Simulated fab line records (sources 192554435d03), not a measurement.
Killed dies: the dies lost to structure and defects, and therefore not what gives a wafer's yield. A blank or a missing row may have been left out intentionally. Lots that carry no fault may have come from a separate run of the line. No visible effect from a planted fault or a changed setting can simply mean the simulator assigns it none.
fab line records	flow n5_finfet
record: lots: 11	wafers: 33	last_day: 20
route steps=1938 shown BEOL_M8@1334 PASSIVATION@1936
lots untouched by any fault: they come from a run of this same line in which no faults occurred
start_h: hours from the record's opening day to when the first of the lot's shown wafers began	wait_h: how many hours have passed since the lot's step before this one	" same as the row above	L1.1+2: a single row standing in for several wafers	- either no value or no given start	* or withheld: withheld	< > ~ a bound
route shown NAME@n: a module of which the file shows steps, and the number in the route of the first	usual: mean and standard deviation over wafers with no fault	same: alike in all rows	chamber/n: place in a boat	sites: each site's reading	_std_site: the standard deviation of these	_edge_site: the outer-site mean with the inner-site mean subtracted	radius_mm: for every site, how far away it sits from the centre of the wafer	mask NAME#n: copy n	behind: the last tool/chamber to shape the wafer	hold: why the lot went on hold/how many hours it stayed there/how the hold came to an end	device: the n, p or np transistor that did not switch	end of line: tests run on the same wafers once the route is complete	a step without rows: its recipe alone	killed: dies that structure and defects cost at the first sort, which is not the same as the wafer's yield	map: a wafer's dies, x killed, . not, _ none there
set.NAME: the setting as run; set.NAME@STEP: as run at that earlier step	model.NAME: the simulator's own value behind a step, which no gauge read
one table for each step of the route and one row for each wafer, over a sample of lots
services: from which hour (start_h, from the record's first day; less than 0 if before it) a tool's chamber was out of use, for how many hours, and why
== steps ==
step: N5_BEOL_M8_THK_MEAS_01
recipe: reads: SiCOH_lowk_of_BEOL_M8_ILD_DEP_00
usual: M8_ILD_THK: 154.9/2
lot.wafer	tool	chamber	start_h	wait_h	M8_ILD_THK[nm]
L822.1	film_metro-01	-	260.86	0.4	156.5
L822.3	"	-	"	"	155.9
L822.6	"	-	"	"	154.8
L821.3	film_metro-01	-	264.69	0.3	153.3
L821.4	"	-	"	"	153.0
L821.6	"	-	"	"	157.5
L823.1	film_metro-02	-	279.96	0.4	151.0
L823.4	"	-	"	"	154.7
L823.6	"	-	"	"	155.8
L824.3	film_metro-01	-	285.99	0.3	154.7
L824.5	"	-	"	"	156.6
L824.6	"	-	"	"	156.3
L828.1	film_metro-02	-	296.41	0.8	153.8
L828.2	"	-	"	"	154.5
L828.5	"	-	"	"	157.0
L826.2	film_metro-02	-	306.74	0.4	151.2
L826.3	"	-	"	"	153.5
L826.4	"	-	"	"	155.1
L832.1	film_metro-02	-	327.49	0.4	155.3
L832.2	"	-	"	"	153.8
L832.3	"	-	"	"	151.5
L833.3	film_metro-02	-	329.00	0.3	156.1
L833.4	"	-	"	"	155.9
L833.5	"	-	"	"	158.6
L831.2	film_metro-01	-	342.02	0.4	154.4
L831.4	"	-	"	"	156.3
L831.5	"	-	"	"	154.6
L843.2	film_metro-02	-	403.88	0.4	152.8
L843.3	"	-	"	"	152.4
L843.4	"	-	"	"	156.3
L844.1	film_metro-01	-	404.12	0.4	156.7
L844.2	"	-	"	"	155.4
L844.4	"	-	"	"	159.3
step: N5_BEOL_M8_DESCUM_16
recipe: chemistry: O2	time_s: 7.9	source_power_w: 50	bias_power_w: 20	pressure_mtorr: 20	rf_frequency_hz: 2.712e+07	temp_c: 40	resist: CAR-ArF	o2_flow_sccm: 225
usual: drypump_motor_current_A: 5.6/0.54	o2_flow_sccm: 224.9/0.65	oes_product_au: 0.78/0.071	rf_vpp_V: 243.2/1.3	showerhead_plenum_p_Torr: 2.09/0.066	throttle_valve_pct: 20.19/0.19
lot.wafer	tool	chamber	start_h	wait_h	drypump_motor_current_A	o2_flow_sccm	oes_product_au	rf_hours_counter_h	rf_vpp_V	showerhead_plenum_p_Torr	throttle_valve_pct
L822.1	rie_diel-04	3	262.77	0.4	6.5	225.3	0.69	233	242.5	2.17	20.33
L822.3	"	2	"	"	4.9	223.9	0.72	169	242.3	2.07	19.95
L822.6	"	3	"	"	6.5	225.7	0.69	-	242.6	2.17	20.33
L821.3	rie_diel-04	1	266.48	0.3	6.4	225.0	0.85	62	246.1	2.10	20.31
L821.4	"	1	"	"	6.4	223.9	0.85	-	243.8	2.10	20.31
L821.6	"	2	"	"	4.9	224.2	0.72	-	243.7	2.07	19.94
L823.1	rie_diel-01	0	281.49	0.3	5.5	224.8	0.69	228	242.1	2.08	20.59
L823.4	"	2	"	"	5.3	224.3	0.91	10	245.1	2.25	20.10
L823.6	"	1	"	"	5.1	224.7	0.71	-	244.2	2.18	20.48
L824.3	rie_diel-05	1	287.39	0.0	6.4	225.5	0.83	68	241.7	2.02	19.98
L824.5	"	1	"	"	6.4	225.0	0.84	-	243.5	2.02	19.99
L824.6	"	2	"	"	5.4	224.1	0.75	-	244.2	2.07	20.01
L828.1	rie_diel-05	1	299.82	0.1	6.4	224.9	0.83	72	241.5	2.02	20.00
L828.2	"	3	"	"	5.2	223.8	0.87	56	243.3	2.03	20.15
L828.5	"	0	"	"	5.3	224.9	0.77	-	244.0	2.09	20.27
L826.2	rie_diel-05	0	309.34	0.8	5.3	224.7	0.76	142	242.4	2.09	20.29
L826.3	"	3	"	"	5.3	224.4	0.85	59	242.3	2.03	20.13
L826.4	"	1	"	"	6.4	225.1	0.82	75	242.4	2.02	19.99
L832.1	rie_diel-05	3	329.71	0.0	5.2	225.4	0.85	65	241.4	2.03	20.16
L832.2	"	2	"	"	5.3	224.4	0.73	187	243.8	2.07	20.03
L832.3	"	0	"	"	5.3	225.6	0.76	149	242.4	2.08	20.29
L833.3	rie_diel-05	0	330.79	0.3	5.3	224.5	0.76	150	244.4	2.08	20.30
L833.4	"	2	"	"	5.4	225.8	0.72	187	243.7	2.07	20.02
L833.5	"	3	"	"	5.2	224.6	0.85	-	240.9	2.03	20.17
L831.2	rie_diel-01	3	342.89	0.0	5.7	225.9	0.77	119	241.7	2.02	20.12
L831.4	"	2	"	"	5.2	224.6	0.87	32	245.0	2.24	20.12
L831.5	"	0	"	"	5.5	224.5	0.68	-	244.4	2.07	20.61
L843.2	rie_diel-01	2	405.65	0.2	5.2	225.5	0.81	58	244.0	2.23	20.17
L843.3	"	0	"	"	5.5	225.3	0.94	14	241.0	2.07	20.20
L843.4	"	1	"	"	5.0	225.4	0.66	247	244.2	2.16	20.55
L844.1	rie_diel-04	3	405.70	0.0	6.6	223.9	0.87	31	243.2	2.15	20.20
L844.2	"	1	"	"	6.3	225.0	0.78	115	242.6	2.08	20.39
L844.4	"	0	"	"	5.8	224.8	0.86	51	242.7	2.04	20.00
step: N5_BEOL_M8_COAT_63
recipe: resist: SOC	temp_c: 250	time_s: 60	spin_rpm: 1500	resist_thk_nm: 60
usual: heater_power_total_W: 500.5/1.8	spin_speed_rpm: 1500.2/0.87
lot.wafer	tool	chamber	start_h	wait_h	heater_power_total_W	spin_speed_rpm
L822.1	litho_track-02	0	265.63	2.2	498.8	1501.4
L822.3	"	0	"	"	501.7	1499.7
L822.6	"	0	"	"	498.4	1501.1
L821.3	litho_track-02	0	269.63	2.7	503.4	1500.9
L821.4	"	0	"	"	500.2	1501.4
L821.6	"	0	"	"	503.1	1500.9
L823.1	litho_track-04	0	282.05	0.0	497.8	1500.1
L823.4	"	0	"	"	500.0	1499.9
L823.6	"	0	"	"	500.0	1499.6
L824.3	litho_track-01	0	290.89	3.0	498.5	1501.0
L824.5	"	0	"	"	503.2	1500.3
L824.6	"	0	"	"	502.4	1501.5
L828.1	litho_track-01	0	302.44	2.2	502.7	1228.2
L828.2	"	0	"	"	502.7	1228.5
L828.5	"	0	"	"	499.8	1228.0
L826.2	litho_track-01	0	310.44	0.5	501.7	1229.2
L826.3	"	0	"	"	502.5	1230.1
L826.4	"	0	"	"	502.5	1228.8
L832.1	litho_track-04	0	330.43	0.3	501.3	1499.4
L832.2	"	0	"	"	503.1	1499.8
L832.3	"	0	"	"	502.6	1499.3
L833.3	litho_track-02	0	334.41	3.1	503.2	1499.8
L833.4	"	0	"	"	497.7	1499.2
L833.5	"	0	"	"	498.3	1498.2
L831.2	litho_track-02	0	345.24	1.9	499.2	1500.0
L831.4	"	0	"	"	502.3	1500.1
L831.5	"	0	"	"	498.7	1500.3
L844.1	litho_track-02	0	406.85	0.7	503.3	1499.0
L844.2	"	0	"	"	502.0	1500.2
L844.4	"	0	"	"	498.9	1498.7
L843.2	litho_track-04	0	407.03	0.9	500.3	1501.7
L843.3	"	0	"	"	500.0	1500.9
L843.4	"	0	"	"	503.1	1499.1
step: N5_BEOL_M8_INSPECT_30
recipe: mode: adi	inspect_instrument: brightfield
usual: raw_defect_count: 412/98
lot.wafer	tool	chamber	start_h	wait_h	raw_defect_count
L822.1	defect_inspect-01	-	266.11	0.1	305
L822.3	"	-	"	"	370
L822.6	"	-	"	"	268
L821.3	defect_inspect-01	-	270.20	0.0	391
L821.4	"	-	"	"	285
L821.6	"	-	"	"	379
L823.1	defect_inspect-01	-	282.54	0.1	678
L823.4	"	-	"	"	545
L823.6	"	-	"	"	375
L824.3	defect_inspect-02	-	291.25	0.0	508
L824.5	"	-	"	"	449
L824.6	"	-	"	"	512
L828.1	defect_inspect-01	-	302.93	0.1	388
L828.2	"	-	"	"	368
L828.5	"	-	"	"	328
L826.2	defect_inspect-01	-	310.81	0.0	522
L826.3	"	-	"	"	628
L826.4	"	-	"	"	559
L832.1	defect_inspect-02	-	330.79	0.1	383
L832.2	"	-	"	"	394
L832.3	"	-	"	"	473
L833.3	defect_inspect-02	-	334.89	0.0	331
L833.4	"	-	"	"	527
L833.5	"	-	"	"	494
L831.2	defect_inspect-02	-	345.61	0.0	535
L831.4	"	-	"	"	522
L831.5	"	-	"	"	440
L844.1	defect_inspect-01	-	407.33	0.1	234
L844.2	"	-	"	"	320
L844.4	"	-	"	"	250
L843.2	defect_inspect-01	-	407.51	0.0	356
L843.3	"	-	"	"	246
L843.4	"	-	"	"	358
step: N5_PASSIVATION_PROBE_49
usual: defect_limited_yield: 91.4/1.4	killed_at_M0_to_M3: 34/9.1	killed_at_M4_up: 14/5.2	killed_at_contacts: 12/6.4	killed_at_front_end: 38/11	killed_at_other: 3.7/2.8	killed_dies: 102/17	killed_on_rim: 14/3.9	killed_open: 68/13	killed_short: 32/7.8	sort_bin_5_function: 5.1/1	sort_bin_6_memory: 3.2/0.66	sort_n_pass: 1076/19	sort_yield_pct: 91.2/1.6
same: gross_dies: 1180	killed_at_back_side: 0	sort_bin_4_leakage[%]: 0	sort_bin_8_speed[%]: 0
lot.wafer	tool	chamber	start_h	wait_h	defect_limited_yield[%]	killed_at_M0_to_M3	killed_at_M4_up	killed_at_contacts	killed_at_front_end	killed_at_other	killed_dies	killed_on_rim	killed_open	killed_short	sort_bin_5_function[%]	sort_bin_6_memory[%]	sort_n_pass	sort_yield_pct[%]
L822.1	prober-01	-	335.50	0.0	90.6	36	11	10	49	5	111	11	65	46	4.5	4.7	1069	90.6
L822.3	prober-01	-	335.60	0.1	90.1	40	16	15	41	5	117	15	78	38	5.7	3.8	1063	90.1
L822.6	prober-01	-	335.75	0.3	90.4	45	24	4	40	0	113	19	85	28	5.8	3.4	1067	90.4
L821.3	prober-01	-	337.17	0.1	91.1	46	10	9	38	2	105	18	73	31	6.0	2.7	1075	91.1
L821.4	prober-01	-	337.22	0.2	91.6	25	19	9	39	7	99	12	65	32	5.3	2.8	1081	91.6
L821.6	prober-01	-	337.32	0.3	92.5	37	12	12	26	2	89	13	65	24	4.6	2.8	1091	92.5
L823.1	prober-01	-	350.21	0.0	92.1	36	11	8	36	2	93	13	46	44	5.0	2.7	1087	92.1
L823.4	prober-01	-	350.36	0.2	92.1	32	8	11	39	3	93	10	55	37	5.4	2.1	1087	92.1
L823.6	prober-01	-	350.46	0.3	94.1	26	5	5	31	3	70	10	42	25	3.6	2.2	1110	94.1
L828.1	prober-02	-	369.52	0.0	93.0	31	12	12	28	0	83	8	56	24	3.2	3.7	1097	93.0
L828.2	prober-02	-	369.57	0.1	92.0	25	20	6	42	1	94	10	66	25	5.2	2.6	1086	92.0
L828.5	prober-02	-	369.72	0.2	93.9	32	10	11	19	0	72	12	54	17	3.7	2.3	1108	93.9
L826.2	prober-01	-	387.60	0.1	91.9	34	15	1	44	2	96	15	65	30	4.6	3.3	1084	91.9
L826.3	prober-01	-	387.65	0.1	90.8	31	10	16	50	1	108	14	64	42	6.2	2.5	1072	90.8
L826.4	prober-01	-	387.70	0.2	87.9	48	20	15	52	8	143	19	92	51	7.4	4.3	1037	87.9
L832.1	prober-01	-	398.52	0.0	90.4	22	4	16	67	4	113	16	67	45	5.8	3.6	1067	90.4
L832.2	prober-01	-	398.57	0.1	88.6	35	9	19	71	1	135	12	85	47	6.2	4.7	1045	88.6
L832.3	prober-01	-	398.62	0.1	91.4	25	8	17	50	1	101	18	62	37	4.7	3.6	1079	91.4
L833.3	prober-01	-	405.34	0.1	92.6	36	15	7	28	1	87	10	62	24	4.4	2.9	1093	92.6
L833.4	prober-01	-	405.39	0.2	90.1	36	27	5	47	2	117	18	85	27	5.3	4.3	1063	90.1
L833.5	prober-01	-	405.44	0.2	92.2	38	10	9	33	2	92	9	56	34	4.2	3.3	1088	92.2
L831.2	prober-02	-	419.54	0.1	91.4	37	8	17	33	6	101	17	65	33	4.7	3.4	1079	91.4
L831.4	prober-02	-	419.64	0.2	90.6	33	15	12	46	5	111	14	76	32	5.5	3.9	1069	90.6
L831.5	prober-02	-	419.69	0.2	92.6	24	11	6	40	6	87	10	63	24	4.1	3.1	1093	92.6
L844.1	prober-01	-	477.15	0.0	92.5	28	9	14	31	7	89	8	68	21	4.2	3.1	1091	92.5
L844.2	prober-01	-	477.20	0.1	91.9	38	13	20	17	7	95	7	66	29	5.7	2.3	1085	91.9
L844.4	prober-01	-	477.30	0.2	93.2	35	9	9	26	1	80	13	54	26	4.3	2.3	1100	93.2
L843.2	prober-02	-	478.31	0.1	91.6	49	13	5	23	9	99	14	67	32	4.8	3.3	1081	91.6
L843.3	prober-02	-	478.36	0.1	92.2	36	15	12	28	1	92	22	70	22	4.7	3.0	1088	92.2
L843.4	prober-02	-	478.41	0.2	90.3	47	11	7	43	6	114	10	86	28	6.2	3.1	1066	90.3
killed by level:class
L822.1 BEOL_M3:geometric_particle:open=10 GATE_CUT:geometric_particle:short=9 FIN_SAQP:geometric_particle:open=8 FIN_SAQP:geometric_particle:short=8 BEOL_M0_SAQP:geometric_particle:short=8 BEOL_M0_SAQP:geometric_particle:open=8 MOL_CONTACT_COAG:geometric_particle:open=7 DUMMY_GATE:geometric_particle:open=6
L822.3 MOL_CONTACT_COAG:geometric_particle:open=13 BEOL_M0_SAQP:geometric_particle:short=11 BEOL_M2:geometric_particle:open=11 DUMMY_GATE:geometric_particle:open=10 FIN_SAQP:geometric_particle:open=6 GATE_CUT:geometric_particle:short=6 BEOL_M3:geometric_particle:open=6 BEOL_M0_SAQP:geometric_particle:open=5
L822.6 BEOL_M0_SAQP:geometric_particle:open=14 STI_FIN_REVEAL:geometric_particle:open=13 BEOL_M4:geometric_particle:open=11 BEOL_M2:geometric_particle:open=10 DUMMY_GATE:geometric_particle:open=8 BEOL_M0_SAQP:geometric_particle:short=8 BEOL_M3:geometric_particle:open=8 FIN_SAQP:geometric_particle:open=5
L821.3 BEOL_M2:geometric_particle:open=13 DUMMY_GATE:geometric_particle:open=10 BEOL_M3:geometric_particle:open=9 BEOL_M0_SAQP:geometric_particle:short=9 BEOL_M0_SAQP:geometric_particle:open=8 MOL_CONTACT_COAG:geometric_particle:open=7 FIN_SAQP:geometric_particle:short=5 DUMMY_GATE:geometric_particle:short=4
L821.4 FIN_SAQP:geometric_particle:short=10 BEOL_M4:geometric_particle:open=9 DUMMY_GATE:geometric_particle:open=8 MOL_CONTACT_COAG:geometric_particle:open=7 BEOL_M0_SAQP:geometric_particle:open=7 FIN_SAQP:geometric_particle:open=6 BEOL_M2:geometric_particle:open=4 BEOL_M3:geometric_particle:open=4
L821.6 BEOL_M2:geometric_particle:open=15 MOL_CONTACT_COAG:geometric_particle:open=11 BEOL_M4:geometric_particle:open=7 BEOL_M0_SAQP:geometric_particle:short=5 BEOL_M3:geometric_particle:open=5 STARTING-WAFER:geometric_particle:short=5 DUMMY_GATE:geometric_particle:open=4 BEOL_M0_SAQP:geometric_particle:open=4
L823.1 BEOL_M0_SAQP:geometric_particle:short=11 MOL_CONTACT_COAG:geometric_particle:open=7 BEOL_M1:geometric_particle:open=7 BEOL_M1:geometric_particle:short=6 BEOL_M2:geometric_particle:open=6 FIN_SAQP:geometric_particle:short=5 GATE_CUT:geometric_particle:short=5 FIN_SAQP:geometric_particle:open=4
L823.4 BEOL_M1:geometric_particle:open=13 GATE_CUT:geometric_particle:short=11 FIN_SAQP:geometric_particle:open=9 FIN_SAQP:geometric_particle:short=9 MOL_CONTACT_COAG:geometric_particle:open=8 BEOL_M0_SAQP:geometric_particle:short=7 BEOL_M0_SAQP:geometric_particle:open=6 GATE_CUT:geometric_particle:open=4
L823.6 GATE_CUT:geometric_particle:short=8 BEOL_M0_SAQP:geometric_particle:open=6 FIN_SAQP:geometric_particle:short=5 BEOL_M0_SAQP:geometric_particle:short=5 STI_FIN_REVEAL:geometric_particle:open=4 MOL_CONTACT_COAG:geometric_particle:open=4 BEOL_M1:geometric_particle:open=4 BEOL_M2:geometric_particle:open=4
L828.1 MOL_CONTACT_COAG:geometric_particle:open=11 STI_FIN_REVEAL:geometric_particle:open=8 BEOL_M3:geometric_particle:open=8 BEOL_M2:geometric_particle:open=7 BEOL_M0_SAQP:geometric_particle:short=5 BEOL_M1:geometric_particle:short=4 BEOL_M4:geometric_particle:open=4 SPACER0:geometric_particle:short=3
L828.2 STI_FIN_REVEAL:geometric_particle:open=18 FIN_SAQP:geometric_particle:short=7 BEOL_M5:geometric_particle:open=7 BEOL_M0_SAQP:geometric_particle:open=6 BEOL_M2:geometric_particle:open=5 GATE_CUT:geometric_particle:short=5 DUMMY_GATE:geometric_particle:open=5 MOL_CONTACT_COAG:geometric_particle:open=5
L828.5 BEOL_M0_SAQP:geometric_particle:open=11 MOL_CONTACT_COAG:geometric_particle:open=10 BEOL_M0_SAQP:geometric_particle:short=8 STI_FIN_REVEAL:geometric_particle:open=6 BEOL_M2:geometric_particle:open=6 BEOL_M5:geometric_particle:open=5 BEOL_M3:geometric_particle:open=4 BEOL_M6:geometric_particle:open=3
L826.2 STI_FIN_REVEAL:geometric_particle:open=8 DUMMY_GATE:geometric_particle:open=8 BEOL_M0_SAQP:geometric_particle:open=8 BEOL_M0_SAQP:geometric_particle:short=7 BEOL_M1:geometric_particle:open=7 FIN_SAQP:geometric_particle:short=6 BEOL_M3:geometric_particle:open=6 BEOL_M2:geometric_particle:open=5
L826.3 STI_FIN_REVEAL:geometric_particle:open=19 MOL_CONTACT_COAG:geometric_particle:open=12 FIN_SAQP:geometric_particle:short=9 BEOL_M1:geometric_particle:open=7 BEOL_M2:geometric_particle:open=6 MOL_CONTACT_COAG:geometric_particle:short=4 DUMMY_GATE:geometric_particle:open=4 BEOL_M3:geometric_particle:short=4
L826.4 STI_FIN_REVEAL:geometric_particle:open=16 FIN_SAQP:geometric_particle:short=13 MOL_CONTACT_COAG:geometric_particle:open=13 BEOL_M1:geometric_particle:open=11 BEOL_M4:geometric_particle:open=11 BEOL_M0_SAQP:geometric_particle:short=8 BEOL_M0_SAQP:geometric_particle:open=6 BEOL_M3:geometric_particle:open=6
L832.1 FIN_SAQP:geometric_particle:short=19 FIN_SAQP:geometric_particle:open=14 MOL_CONTACT_COAG:geometric_particle:open=12 STI_FIN_REVEAL:geometric_particle:open=7 STI_FIN_REVEAL:geometric_particle:short=5 DUMMY_GATE:geometric_particle:open=5 BEOL_M3:geometric_particle:open=5 BEOL_M3:geometric_particle:short=5
L832.2 FIN_SAQP:geometric_particle:open=21 STI_FIN_REVEAL:geometric_particle:open=16 MOL_CONTACT_COAG:geometric_particle:open=13 FIN_SAQP:geometric_particle:short=9 MOL_CONTACT_COAG:geometric_particle:short=6 BEOL_M3:geometric_particle:open=6 BEOL_M0:geometric_particle:short=6 BEOL_M0_SAQP:geometric_particle:short=6
L832.3 MOL_CONTACT_COAG:geometric_particle:open=15 STI_FIN_REVEAL:geometric_particle:open=11 FIN_SAQP:geometric_particle:open=9 FIN_SAQP:geometric_particle:short=8 BEOL_M0_SAQP:geometric_particle:short=8 BEOL_M0_SAQP:geometric_particle:open=8 GATE_CUT:geometric_particle:short=7 BEOL_M5:geometric_particle:open=5
L833.3 BEOL_M0_SAQP:geometric_particle:open=11 BEOL_M4:geometric_particle:open=9 FIN_SAQP:geometric_particle:open=8 BEOL_M1:geometric_particle:open=8 GATE_CUT:geometric_particle:short=5 BEOL_M2:geometric_particle:open=5 MOL_CONTACT_COAG:geometric_particle:open=4 BEOL_M0_SAQP:geometric_particle:short=4
L833.4 BEOL_M4:geometric_particle:open=14 BEOL_M2:geometric_particle:open=11 BEOL_M0_SAQP:geometric_particle:open=9 FIN_SAQP:geometric_particle:open=8 DUMMY_GATE:geometric_particle:open=8 STARTING-WAFER:geometric_particle:open=6 FIN_SAQP:geometric_particle:short=5 GATE_CUT:geometric_particle:open=5
L833.5 BEOL_M2:geometric_particle:open=9 MOL_CONTACT_COAG:geometric_particle:open=8 BEOL_M0_SAQP:geometric_particle:open=8 BEOL_M1:geometric_particle:open=8 BEOL_M0_SAQP:geometric_particle:short=6 FIN_SAQP:geometric_particle:open=5 GATE_CUT:geometric_particle:short=4 STARTING-WAFER:geometric_particle:short=4
L831.2 BEOL_M2:geometric_particle:open=15 MOL_CONTACT_COAG:geometric_particle:open=12 FIN_SAQP:geometric_particle:open=7 BEOL_M0_SAQP:geometric_particle:open=7 STI_FIN_REVEAL:geometric_particle:open=5 BEOL_M0_SAQP:geometric_particle:short=5 BEOL_M3:geometric_particle:open=5 FIN_SAQP:geometric_particle:short=4
L831.4 FIN_SAQP:geometric_particle:open=20 BEOL_M2:geometric_particle:open=12 MOL_CONTACT_COAG:geometric_particle:open=8 BEOL_M4:geometric_particle:open=7 STI_FIN_REVEAL:geometric_particle:open=6 BEOL_M3:geometric_particle:open=6 BEOL_M0_SAQP:geometric_particle:short=5 FIN_SAQP:geometric_particle:short=4
L831.5 STI_FIN_REVEAL:geometric_particle:open=12 BEOL_M2:geometric_particle:open=7 FIN_SAQP:geometric_particle:short=6 GATE_CUT:geometric_particle:short=5 MOL_CONTACT_COAG:geometric_particle:open=5 FIN_SAQP:geometric_particle:open=4 BEOL_M0_SAQP:geometric_particle:open=4 BEOL_M1:geometric_particle:open=4
L844.1 MOL_CONTACT_COAG:geometric_particle:open=12 FIN_SAQP:geometric_particle:open=9 BEOL_M3:geometric_particle:open=8 FIN_SAQP:geometric_particle:short=6 BEOL_M2:geometric_particle:open=6 STARTING-WAFER:geometric_particle:open=5 BEOL_M0_SAQP:geometric_particle:open=4 BEOL_M1:geometric_particle:open=4
L844.2 MOL_CONTACT_COAG:geometric_particle:open=17 BEOL_M0_SAQP:geometric_particle:short=10 BEOL_M0_SAQP:geometric_particle:open=10 BEOL_M3:geometric_particle:open=9 BEOL_M4:geometric_particle:open=5 FIN_SAQP:geometric_particle:short=3 FIN_SAQP:geometric_particle:open=3 STI_FIN_REVEAL:geometric_particle:open=3
L844.4 BEOL_M0_SAQP:geometric_particle:open=9 FIN_SAQP:geometric_particle:short=8 FIN_SAQP:geometric_particle:open=7 MOL_CONTACT_COAG:geometric_particle:open=7 BEOL_M3:geometric_particle:open=7 STI_FIN_REVEAL:geometric_particle:open=6 BEOL_M0_SAQP:geometric_particle:short=6 BEOL_M2:geometric_particle:open=3
L843.2 BEOL_M2:geometric_particle:open=13 BEOL_M1:geometric_particle:open=11 BEOL_M0_SAQP:geometric_particle:open=8 STI_FIN_REVEAL:geometric_particle:open=7 BEOL_M4:geometric_particle:open=7 GATE_CUT:geometric_particle:short=6 PASS1_CAP:geometric_particle:short=6 BEOL_M3:geometric_particle:open=5
L843.3 STI_FIN_REVEAL:geometric_particle:open=12 BEOL_M2:geometric_particle:open=12 MOL_CONTACT_COAG:geometric_particle:open=10 BEOL_M3:geometric_particle:open=7 BEOL_M4:geometric_particle:open=6 BEOL_M0_SAQP:geometric_particle:open=5 GATE_CUT:geometric_particle:short=4 BEOL_M5:geometric_particle:open=4
L843.4 STI_FIN_REVEAL:geometric_particle:open=20 BEOL_M2:geometric_particle:open=13 BEOL_M3:geometric_particle:open=8 MOL_CONTACT_COAG:geometric_particle:open=7 BEOL_M0_SAQP:geometric_particle:short=7 BEOL_M0_SAQP:geometric_particle:open=7 FIN_SAQP:geometric_particle:open=5 BEOL_M1:geometric_particle:open=5
== services ==
tool	chamber	start_h	hours	kind
rie_diel-04	0	249.99	-	clean
rie_diel-04	0	249.99	-	consumable_replace:focus_ring
rie_diel-04	0	249.99	21.8	scheduled_down
rie_diel-04	0	249.99	21.8	vent_cycle
rie_diel-04	3	304.27	-	clean
rie_diel-04	3	304.27	-	consumable_replace:focus_ring
rie_diel-04	3	304.27	19.4	scheduled_down
rie_diel-04	3	304.27	19.4	vent_cycle
rie_diel-01	0	346.66	-	clean
rie_diel-01	0	346.66	-	consumable_replace:focus_ring
litho_track-01	-	349.65	-	consumable_replace:filter
rie_diel-04	2	364.60	12.6	repair
litho_track-04	-	388.79	-	consumable_replace:filter
rie_diel-01	3	395.29	4.1	repair
== key ==
first_sign: step: N5_BEOL_M8_COAT_63	reading: spin_speed_rpm	direction: down	sigmas: 99+	usual: *	struck: *
effect none on later readings
met_at N5_BEOL_M8_COAT_63
struck_lots L826,L828
not_acting_at N5_BEOL_M8_THK_MEAS_01,N5_BEOL_M8_DESCUM_16,N5_BEOL_M8_INSPECT_30
onset_between 290.89 302.44
earlier_fault: kind: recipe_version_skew	tool: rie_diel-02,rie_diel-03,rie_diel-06	chamber: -	onset_h: 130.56	steps: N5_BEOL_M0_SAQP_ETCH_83	wrong_recipe.time_s: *
fault: kind: process_parameter_drift	tool: litho_track-01	chamber: -	onset_h: 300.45	steps: N5_BEOL_M8_COAT_63	channel: spin_rpm	offset: *	shape: step	acts_in: *	stated: *
